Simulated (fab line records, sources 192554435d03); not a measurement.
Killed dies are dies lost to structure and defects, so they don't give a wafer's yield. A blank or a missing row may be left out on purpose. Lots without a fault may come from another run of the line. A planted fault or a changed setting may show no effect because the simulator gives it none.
Which tool did it? | flow n5_finfet | 24 lots, 72 wafers sampled, at 6 steps of a route of 1938

WHAT THE GAUGES READ, wafer by wafer
The record holds no reading of a measuring or inspecting step that can be judged against a usual standard deviation.

WHICH TOOL RAN EACH LOT (tool, then ch and the chambers of the sampled wafers, then the start)
lot  | N5_BEOL_M5_PRE_CLEAN_45      | N5_BEOL_M6_STRIP_19                | N5_BEOL_M6_STRIP_80                           | N5_BEOL_M6_DEGAS_44          | N5_BEOL_M6_SURFACE_TREAT_79  | N5_BEOL_M6_ANNEAL_51
L076 | pvd_sputter-01, day 9 01:03  | rie_diel-03 ch 0,3, day 9 11:34    | rie_diel-05 ch 1,2, day 9 14:50 or earlier    | pvd_sputter-03, day 9 14:50  | pvd_sputter-01, day 9 15:16  | rtp_anneal-01 ch 0, day 9 15:39
L077 | pvd_sputter-02, day 9 05:16  | rie_diel-03 ch 1,2,3, day 9 16:10  | rie_diel-03 ch 1,3, day 9 19:02 or earlier    | pvd_sputter-02, day 9 19:02  | pvd_sputter-02, day 9 19:38  | rtp_anneal-02 ch 0, day 9 20:10
L075 | pvd_sputter-03, day 9 09:02  | rie_diel-01 ch 2,3, day 9 19:31    | rie_diel-03 ch 0,1,2, day 9 21:11 or earlier  | pvd_sputter-02, day 9 21:11  | pvd_sputter-02, day 9 23:07  | rtp_anneal-01 ch 0, day 9 23:34
L078 | pvd_sputter-03, day 9 15:29  | rie_diel-05 ch 0,1,2, day 10 00:38 | rie_diel-01 ch 1,3, day 10 04:07 or earlier   | pvd_sputter-01, day 10 04:07 | pvd_sputter-03, day 10 04:52 | rtp_anneal-02 ch 0, day 10 07:14
L080 | pvd_sputter-02, day 10 00:27 | rie_diel-01 ch 2,3, day 10 11:22   | rie_diel-01 ch 1,3, day 10 16:46 or earlier   | pvd_sputter-02, day 10 16:46 | pvd_sputter-02, day 10 18:41 | rtp_anneal-01 ch 0, day 10 19:15
L074 | pvd_sputter-01, day 10 03:55 | rie_diel-05 ch 0,1, day 10 16:34   | rie_diel-05 ch 1,2,3, day 10 19:40 or earlier | pvd_sputter-02, day 10 19:40 | pvd_sputter-03, day 10 20:05 | rtp_anneal-02 ch 0, day 10 21:06
L081 | pvd_sputter-02, day 10 07:56 | rie_diel-01 ch 2,3, day 10 16:44   | rie_diel-03 ch 0,2, day 10 19:49 or earlier   | pvd_sputter-02, day 10 19:49 | pvd_sputter-03, day 10 20:34 | rtp_anneal-01 ch 0, day 10 21:40
L079 | pvd_sputter-02, day 10 08:01 | rie_diel-05 ch 0,1,2, day 10 17:05 | rie_diel-01 ch 1,2, day 10 19:44 or earlier   | pvd_sputter-02, day 10 19:44 | pvd_sputter-03, day 10 20:08 | rtp_anneal-02 ch 0, day 10 21:38
L082 | pvd_sputter-02, day 10 10:22 | rie_diel-01 ch 1,2,3, day 10 20:15 | rie_diel-03 ch 0,2,3, day 11 05:46 or earlier | pvd_sputter-02, day 11 05:46 | pvd_sputter-02, day 11 06:10 | rtp_anneal-01 ch 0, day 11 07:15
L084 | pvd_sputter-02, day 11 06:16 | rie_diel-05 ch 1,2,3, day 11 14:43 | rie_diel-05 ch 0,3, day 11 17:52 or earlier   | pvd_sputter-03, day 11 17:52 | pvd_sputter-03, day 11 18:17 | rtp_anneal-02 ch 0, day 11 18:50
L083 | pvd_sputter-02, day 11 06:35 | rie_diel-03 ch 1,2,3, day 11 15:11 | rie_diel-01 ch 0,1,2, day 11 17:49 or earlier | pvd_sputter-02, day 11 17:49 | pvd_sputter-02, day 11 18:15 | rtp_anneal-01 ch 0, day 11 18:45
L085 | pvd_sputter-02, day 11 11:19 | rie_diel-03 ch 0,1, day 11 19:23   | rie_diel-01 ch 0,2,3, day 11 21:17 or earlier | pvd_sputter-03, day 11 21:17 | pvd_sputter-03, day 11 21:44 | rtp_anneal-02 ch 0, day 11 22:26
L086 | pvd_sputter-03, day 12 02:22 | rie_diel-03 ch 1,3, day 12 11:06   | rie_diel-05 ch 2,3, day 12 13:23 or earlier   | pvd_sputter-01, day 12 13:23 | pvd_sputter-03, day 12 13:47 | rtp_anneal-02 ch 0, day 12 14:11
L088 | pvd_sputter-01, day 12 18:49 | rie_diel-01 ch 1,2,3, day 13 08:17 | rie_diel-01 ch 0,1,3, day 13 12:24 or earlier | pvd_sputter-01, day 13 12:24 | pvd_sputter-01, day 13 12:49 | rtp_anneal-01 ch 0, day 13 13:28
L087 | pvd_sputter-01, day 13 01:26 | rie_diel-05 ch 0,2, day 13 09:44   | rie_diel-01 ch 0,2,3, day 13 12:44 or earlier | pvd_sputter-01, day 13 12:44 | pvd_sputter-02, day 13 13:09 | rtp_anneal-02 ch 0, day 13 14:11
L089 | pvd_sputter-01, day 13 01:53 | rie_diel-03 ch 0,2,3, day 13 11:57 | rie_diel-01 ch 1,2,3, day 13 13:57 or earlier | pvd_sputter-02, day 13 13:57 | pvd_sputter-03, day 13 15:28 | rtp_anneal-02 ch 0, day 13 16:08
L090 | pvd_sputter-02, day 13 01:55 | rie_diel-01 ch 1,2,3, day 13 13:15 | rie_diel-05 ch 0,1,3, day 13 16:17 or earlier | pvd_sputter-02, day 13 16:17 | pvd_sputter-01, day 13 18:02 | rtp_anneal-02 ch 0, day 13 18:29
L091 | pvd_sputter-01, day 13 07:44 | rie_diel-01 ch 1,2,3, day 13 16:57 | rie_diel-01 ch 0,1,3, day 13 19:08 or earlier | pvd_sputter-02, day 13 19:08 | pvd_sputter-02, day 13 19:37 | rtp_anneal-02 ch 0, day 13 21:59
L092 | pvd_sputter-03, day 13 08:12 | rie_diel-03 ch 0,3, day 13 17:16   | rie_diel-05 ch 0,1,2, day 13 19:38 or earlier | pvd_sputter-03, day 13 19:38 | pvd_sputter-03, day 13 21:46 | rtp_anneal-02 ch 0, day 13 22:31
L093 | pvd_sputter-02, day 14 03:01 | rie_diel-03 ch 1,2,3, day 14 11:12 | rie_diel-03 ch 0,1,3, day 14 13:58 or earlier | pvd_sputter-02, day 14 13:58 | pvd_sputter-02, day 14 14:29 | rtp_anneal-01 ch 0, day 14 15:42
L094 | pvd_sputter-03, day 14 09:54 | rie_diel-03 ch 0,2,3, day 14 19:46 | rie_diel-01 ch 1,3, day 15 00:46 or earlier   | pvd_sputter-01, day 15 00:46 | pvd_sputter-03, day 15 01:10 | rtp_anneal-02 ch 0, day 15 02:02
L095 | pvd_sputter-02, day 14 13:26 | rie_diel-03 ch 0,2,3, day 15 01:03 | rie_diel-03 ch 0,2, day 15 03:38 or earlier   | pvd_sputter-03, day 15 03:38 | pvd_sputter-02, day 15 04:02 | rtp_anneal-02 ch 0, day 15 04:32
L097 | pvd_sputter-02, day 14 19:05 | rie_diel-03 ch 0,2, day 15 03:55   | rie_diel-01 ch 0,2,3, day 15 10:29 or earlier | pvd_sputter-02, day 15 10:29 | pvd_sputter-03, day 15 10:53 | rtp_anneal-02 ch 0, day 15 11:24
L096 | pvd_sputter-02, day 14 19:17 | rie_diel-01 ch 0,2,3, day 15 04:30 | rie_diel-03 ch 0,2,3, day 15 10:13 or earlier | pvd_sputter-03, day 15 10:13 | pvd_sputter-01, day 15 10:35 | rtp_anneal-01 ch 0, day 15 11:11
- N5_BEOL_M5_PRE_CLEAN_45: time 30 s.
- N5_BEOL_M6_STRIP_19: strips in O2.
- N5_BEOL_M6_STRIP_80: strips in N2/H2, time 10 s.
- N5_BEOL_M6_DEGAS_44: time 60 s.
- N5_BEOL_M6_SURFACE_TREAT_79
- N5_BEOL_M6_ANNEAL_51: time 90 s.

WHAT THE TOOLS THEMSELVES READ (means of the sampled wafers that have a number; where no wafer has one, the mark that the record gives instead)
N5_BEOL_M5_PRE_CLEAN_45. Usual: heater_power_w 321 W, standard deviation 32.
lot  | tool           | heater_power_w (W) | flag
L076 | pvd_sputter-01 | 327                |
L077 | pvd_sputter-02 | 341                |
L075 | pvd_sputter-03 | 323                |
L078 | pvd_sputter-03 | 313                |
L080 | pvd_sputter-02 | 319                |
L074 | pvd_sputter-01 | 322                |
L081 | pvd_sputter-02 | 319                |
L079 | pvd_sputter-02 | 317                |
L082 | pvd_sputter-02 | 318                |
L084 | pvd_sputter-02 | 351                |
L083 | pvd_sputter-02 | 348                |
L085 | pvd_sputter-02 | 290                |
L086 | pvd_sputter-03 | 311                |
L088 | pvd_sputter-01 | 319                |
L087 | pvd_sputter-01 | 321                |
L089 | pvd_sputter-01 | 321                |
L090 | pvd_sputter-02 | 319                |
L091 | pvd_sputter-01 | 326                |
L092 | pvd_sputter-03 | 295                |
L093 | pvd_sputter-02 | 345                |
L094 | pvd_sputter-03 | 293                |
L095 | pvd_sputter-02 | 350                |
L097 | pvd_sputter-02 | 340                |
L096 | pvd_sputter-02 | 321                |

N5_BEOL_M6_STRIP_19. Usual: drypump_motor_current_A 5.5 A, standard deviation 0.47; oes_product_au 0.77 a.u., standard deviation 0.072; rf_vpp_V 3.7 V, standard deviation 0.66; showerhead_plenum_p_Torr 2.14 Torr, standard deviation 0.061; temp_c 40.01 C, standard deviation 0.097; throttle_valve_pct 16.82 %, standard deviation 0.19.
lot  | tool        | drypump_motor_current_A (A) | oes_product_au (a.u.) | rf_vpp_V (V) | showerhead_plenum_p_Torr (Torr) | temp_c (C) | throttle_valve_pct (%) | flag
L076 | rie_diel-03 | 5.9                         | 0.71                  | 3.0          | 2.12                            | 40.09      | 16.83                  |
L077 | rie_diel-03 | 5.6                         | 0.73                  | 3.8          | 2.08                            | 39.98      | 16.97                  |
L075 | rie_diel-01 | 5.2                         | 0.71                  | 3.1          | 2.16                            | 40.02      | 16.79                  |
L078 | rie_diel-05 | 5.8                         | 0.83                  | 3.0          | 2.10                            | 40.04      | 16.77                  |
L080 | rie_diel-01 | 5.0                         | 0.70                  | 4.0          | 2.18                            | 39.91      | 16.93                  |
L074 | rie_diel-05 | 6.0                         | 0.83                  | 3.5          | 2.05                            | 40.00      | 16.87                  |
L081 | rie_diel-01 | 5.2                         | 0.70                  | 4.3          | 2.16                            | 40.00      | 16.80                  |
L079 | rie_diel-05 | 5.8                         | 0.83                  | 3.1          | 2.10                            | 39.96      | 16.77                  |
L082 | rie_diel-01 | 5.2                         | 0.75                  | 4.0          | 2.16                            | 39.86      | 16.83                  |
L084 | rie_diel-05 | 5.3                         | 0.82                  | 3.6          | 2.15                            | 39.99      | 16.71                  |
L083 | rie_diel-03 | 5.6                         | 0.82                  | 4.0          | 2.16                            | 40.11      | 16.86                  |
L085 | rie_diel-03 | 5.4                         | 0.76                  | 3.5          | 2.13                            | 40.02      | 16.78                  |
L086 | rie_diel-03 | 5.6                         | 0.82                  | 4.1          | 2.16                            | 40.00      | 16.74                  |
L088 | rie_diel-01 | 5.2                         | 0.74                  | 3.6          | 2.15                            | 39.90      | 16.85                  |
L087 | rie_diel-05 | 5.8                         | 0.82                  | 4.0          | 2.15                            | 39.95      | 16.81                  |
L089 | rie_diel-03 | 5.8                         | 0.78                  | 3.9          | 2.17                            | 40.03      | 16.86                  |
L090 | rie_diel-01 | 5.1                         | 0.72                  | 3.6          | 2.15                            | 40.12      | 16.86                  |
L091 | rie_diel-01 | 5.2                         | 0.73                  | 4.2          | 2.15                            | 40.03      | 16.86                  |
L092 | rie_diel-03 | 6.1                         | 0.85                  | 3.6          | 2.22                            | 40.13      | 16.71                  |
L093 | rie_diel-03 | 5.6                         | 0.80                  | 3.7          | 2.15                            | 39.94      | 16.90                  |
L094 | rie_diel-03 | 5.8                         | 0.78                  | 3.9          | 2.17                            | 39.98      | 16.87                  |
L095 | rie_diel-03 | 5.8                         | 0.77                  | 3.8          | 2.17                            | 39.98      | 16.89                  |
L097 | rie_diel-03 | 5.6                         | 0.71                  | 3.1          | 2.14                            | 40.15      | 16.90                  |
L096 | rie_diel-01 | 5.6                         | 0.71                  | 3.5          | 2.13                            | 40.12      | 16.80                  |

N5_BEOL_M6_STRIP_80. Usual: drypump_motor_current_A 5.5 A, standard deviation 0.5; oes_product_au 0.77 a.u., standard deviation 0.063; rf_vpp_V 59.4 V, standard deviation 0.8; showerhead_plenum_p_Torr 2.58 Torr, standard deviation 0.072; temp_c 39.99 C, standard deviation 0.11; throttle_valve_pct 23.75 %, standard deviation 0.13.
lot  | tool        | drypump_motor_current_A (A) | oes_product_au (a.u.) | rf_vpp_V (V) | showerhead_plenum_p_Torr (Torr) | temp_c (C) | throttle_valve_pct (%) | flag
L076 | rie_diel-05 | 5.6                         | 0.86                  | 59.4         | 2.63                            | 39.97      | 23.85                  |
L077 | rie_diel-03 | 5.6                         | 0.75                  | 58.9         | 2.51                            | 39.99      | 23.89                  |
L075 | rie_diel-03 | 5.4                         | 0.76                  | 59.5         | 2.58                            | 39.97      | 23.87                  |
L078 | rie_diel-01 | 5.3                         | 0.80                  | 59.0         | 2.59                            | 39.91      | 23.59                  |
L080 | rie_diel-01 | 5.3                         | 0.75                  | 59.5         | 2.61                            | 39.83      | 23.61                  |
L074 | rie_diel-05 | 5.3                         | 0.83                  | 60.6         | 2.61                            | 39.95      | 23.85                  |
L081 | rie_diel-03 | 5.6                         | 0.73                  | 59.1         | 2.61                            | 39.97      | 23.88                  |
L079 | rie_diel-01 | 5.1                         | 0.75                  | 59.5         | 2.59                            | 39.99      | 23.59                  |
L082 | rie_diel-03 | 5.8                         | 0.83                  | 58.8         | 2.63                            | 39.89      | 23.81                  |
L084 | rie_diel-05 | 5.7                         | 0.81                  | 58.5         | 2.52                            | 39.85      | 23.75                  |
L083 | rie_diel-01 | 5.6                         | 0.78                  | 60.1         | 2.58                            | 39.91      | 23.63                  |
L085 | rie_diel-01 | 5.6                         | 0.73                  | 59.6         | 2.60                            | 39.91      | 23.65                  |
L086 | rie_diel-05 | 5.3                         | 0.82                  | 59.5         | 2.68                            | 39.92      | 23.79                  |
L088 | rie_diel-01 | 5.6                         | 0.77                  | 59.4         | 2.58                            | 40.10      | 23.66                  |
L087 | rie_diel-01 | 5.6                         | 0.72                  | 59.7         | 2.59                            | 40.08      | 23.67                  |
L089 | rie_diel-01 | 5.1                         | 0.73                  | 59.2         | 2.59                            | 39.99      | 23.63                  |
L090 | rie_diel-05 | 5.5                         | 0.79                  | 59.7         | 2.52                            | 39.99      | 23.86                  |
L091 | rie_diel-01 | 5.7                         | 0.76                  | 58.9         | 2.58                            | 40.00      | 23.64                  |
L092 | rie_diel-05 | 5.8                         | 0.80                  | 59.2         | 2.53                            | 40.01      | 23.88                  |
L093 | rie_diel-03 | 5.7                         | 0.79                  | 58.8         | 2.63                            | 40.06      | 23.85                  |
L094 | rie_diel-01 | 5.2                         | 0.76                  | 59.3         | 2.58                            | 40.00      | 23.63                  |
L095 | rie_diel-03 | 5.5                         | 0.71                  | 59.4         | 2.56                            | 40.13      | 23.93                  |
L097 | rie_diel-01 | 5.5                         | 0.71                  | 59.7         | 2.58                            | 39.98      | 23.69                  |
L096 | rie_diel-03 | 5.8                         | 0.77                  | 59.8         | 2.62                            | 39.99      | 23.87                  |

N5_BEOL_M6_DEGAS_44. Usual: heater_power_w 321 W, standard deviation 33.
lot  | tool           | heater_power_w (W) | flag
L076 | pvd_sputter-03 | 288                |
L077 | pvd_sputter-02 | 344                |
L075 | pvd_sputter-02 | 319                |
L078 | pvd_sputter-01 | 319                |
L080 | pvd_sputter-02 | 322                |
L074 | pvd_sputter-02 | 347                |
L081 | pvd_sputter-02 | 292                |
L079 | pvd_sputter-02 | 292                |
L082 | pvd_sputter-02 | 346                |
L084 | pvd_sputter-03 | 313                |
L083 | pvd_sputter-02 | 326                |
L085 | pvd_sputter-03 | 301                |
L086 | pvd_sputter-01 | 323                |
L088 | pvd_sputter-01 | 325                |
L087 | pvd_sputter-01 | 326                |
L089 | pvd_sputter-02 | 321                |
L090 | pvd_sputter-02 | 291                |
L091 | pvd_sputter-02 | 342                |
L092 | pvd_sputter-03 | 312                |
L093 | pvd_sputter-02 | 343                |
L094 | pvd_sputter-01 | 323                |
L095 | pvd_sputter-03 | 305                |
L097 | pvd_sputter-02 | 319                |
L096 | pvd_sputter-03 | 295                |

N5_BEOL_M6_SURFACE_TREAT_79. Usual: ar_flow_sccm 30.01 sccm, standard deviation 0.093.
lot  | tool           | ar_flow_sccm (sccm) | flag
L076 | pvd_sputter-01 | 29.95               |
L077 | pvd_sputter-02 | 30.00               |
L075 | pvd_sputter-02 | 30.04               |
L078 | pvd_sputter-03 | 29.99               |
L080 | pvd_sputter-02 | 30.01               |
L074 | pvd_sputter-03 | 29.99               |
L081 | pvd_sputter-03 | 29.96               |
L079 | pvd_sputter-03 | 30.00               |
L082 | pvd_sputter-02 | 30.02               |
L084 | pvd_sputter-03 | 29.90               |
L083 | pvd_sputter-02 | 30.00               |
L085 | pvd_sputter-03 | 29.99               |
L086 | pvd_sputter-03 | 30.02               |
L088 | pvd_sputter-01 | 29.95               |
L087 | pvd_sputter-02 | 30.09               |
L089 | pvd_sputter-03 | 29.96               |
L090 | pvd_sputter-01 | 30.02               |
L091 | pvd_sputter-02 | 30.05               |
L092 | pvd_sputter-03 | 30.06               |
L093 | pvd_sputter-02 | 29.95               |
L094 | pvd_sputter-03 | 30.08               |
L095 | pvd_sputter-02 | 30.03               |
L097 | pvd_sputter-03 | 29.94               |
L096 | pvd_sputter-01 | 30.11               |

N5_BEOL_M6_ANNEAL_51. Usual: anneal_temp_c 225.02 C, standard deviation 0.15; wafer_temp_C_max 225.91, standard deviation 0.25.
lot  | tool          | anneal_temp_c (C) | wafer_temp_C_max | flag
L076 | rtp_anneal-01 | 224.99            | 225.95           |
L077 | rtp_anneal-02 | 224.91            | 225.64           |
L075 | rtp_anneal-01 | 224.95            | 226.15           |
L078 | rtp_anneal-02 | 225.27            | 225.79           |
L080 | rtp_anneal-01 | 224.91            | 226.07           |
L074 | rtp_anneal-02 | 224.88            | 225.98           |
L081 | rtp_anneal-01 | 224.97            | 226.16           |
L079 | rtp_anneal-02 | 225.03            | 226.02           |
L082 | rtp_anneal-01 | 224.92            | 226.07           |
L084 | rtp_anneal-02 | 224.87            | 225.90           |
L083 | rtp_anneal-01 | 225.03            | 225.93           |
L085 | rtp_anneal-02 | 225.03            | 225.92           |
L086 | rtp_anneal-02 | 225.10            | 225.67           |
L088 | rtp_anneal-01 | 225.25            | 226.01           |
L087 | rtp_anneal-02 | 225.16            | 225.89           |
L089 | rtp_anneal-02 | 224.96            | 225.90           |
L090 | rtp_anneal-02 | 225.04            | 225.75           |
L091 | rtp_anneal-02 | 224.93            | 225.87           |
L092 | rtp_anneal-02 | 225.02            | 225.80           |
L093 | rtp_anneal-01 | 225.14            | 226.01           |
L094 | rtp_anneal-02 | 224.85            | 225.61           |
L095 | rtp_anneal-02 | 225.04            | 225.71           |
L097 | rtp_anneal-02 | 224.94            | 225.59           |
L096 | rtp_anneal-01 | 224.93            | 226.31           |

THE ANSWER, worked out from the rows above alone
Rule: a lot is off if the mean of its wafers that have a number lies more than 3 standard deviations from the usual mean. A lot without any number at a reading at which 4 lots or more have one is off too. The other lots that the step has rows for count as sound. The gauges are gone through in route order, then the tools' own readings, and for those a lot's mean is taken as printed above. The first step at which some lot is off is used, and at that step the reading that is off furthest; a lot without a number counts as furthest.
No lot is off at any reading shown: from this, nothing can be told.

WHAT THE SIMULATOR HAD PUT IN
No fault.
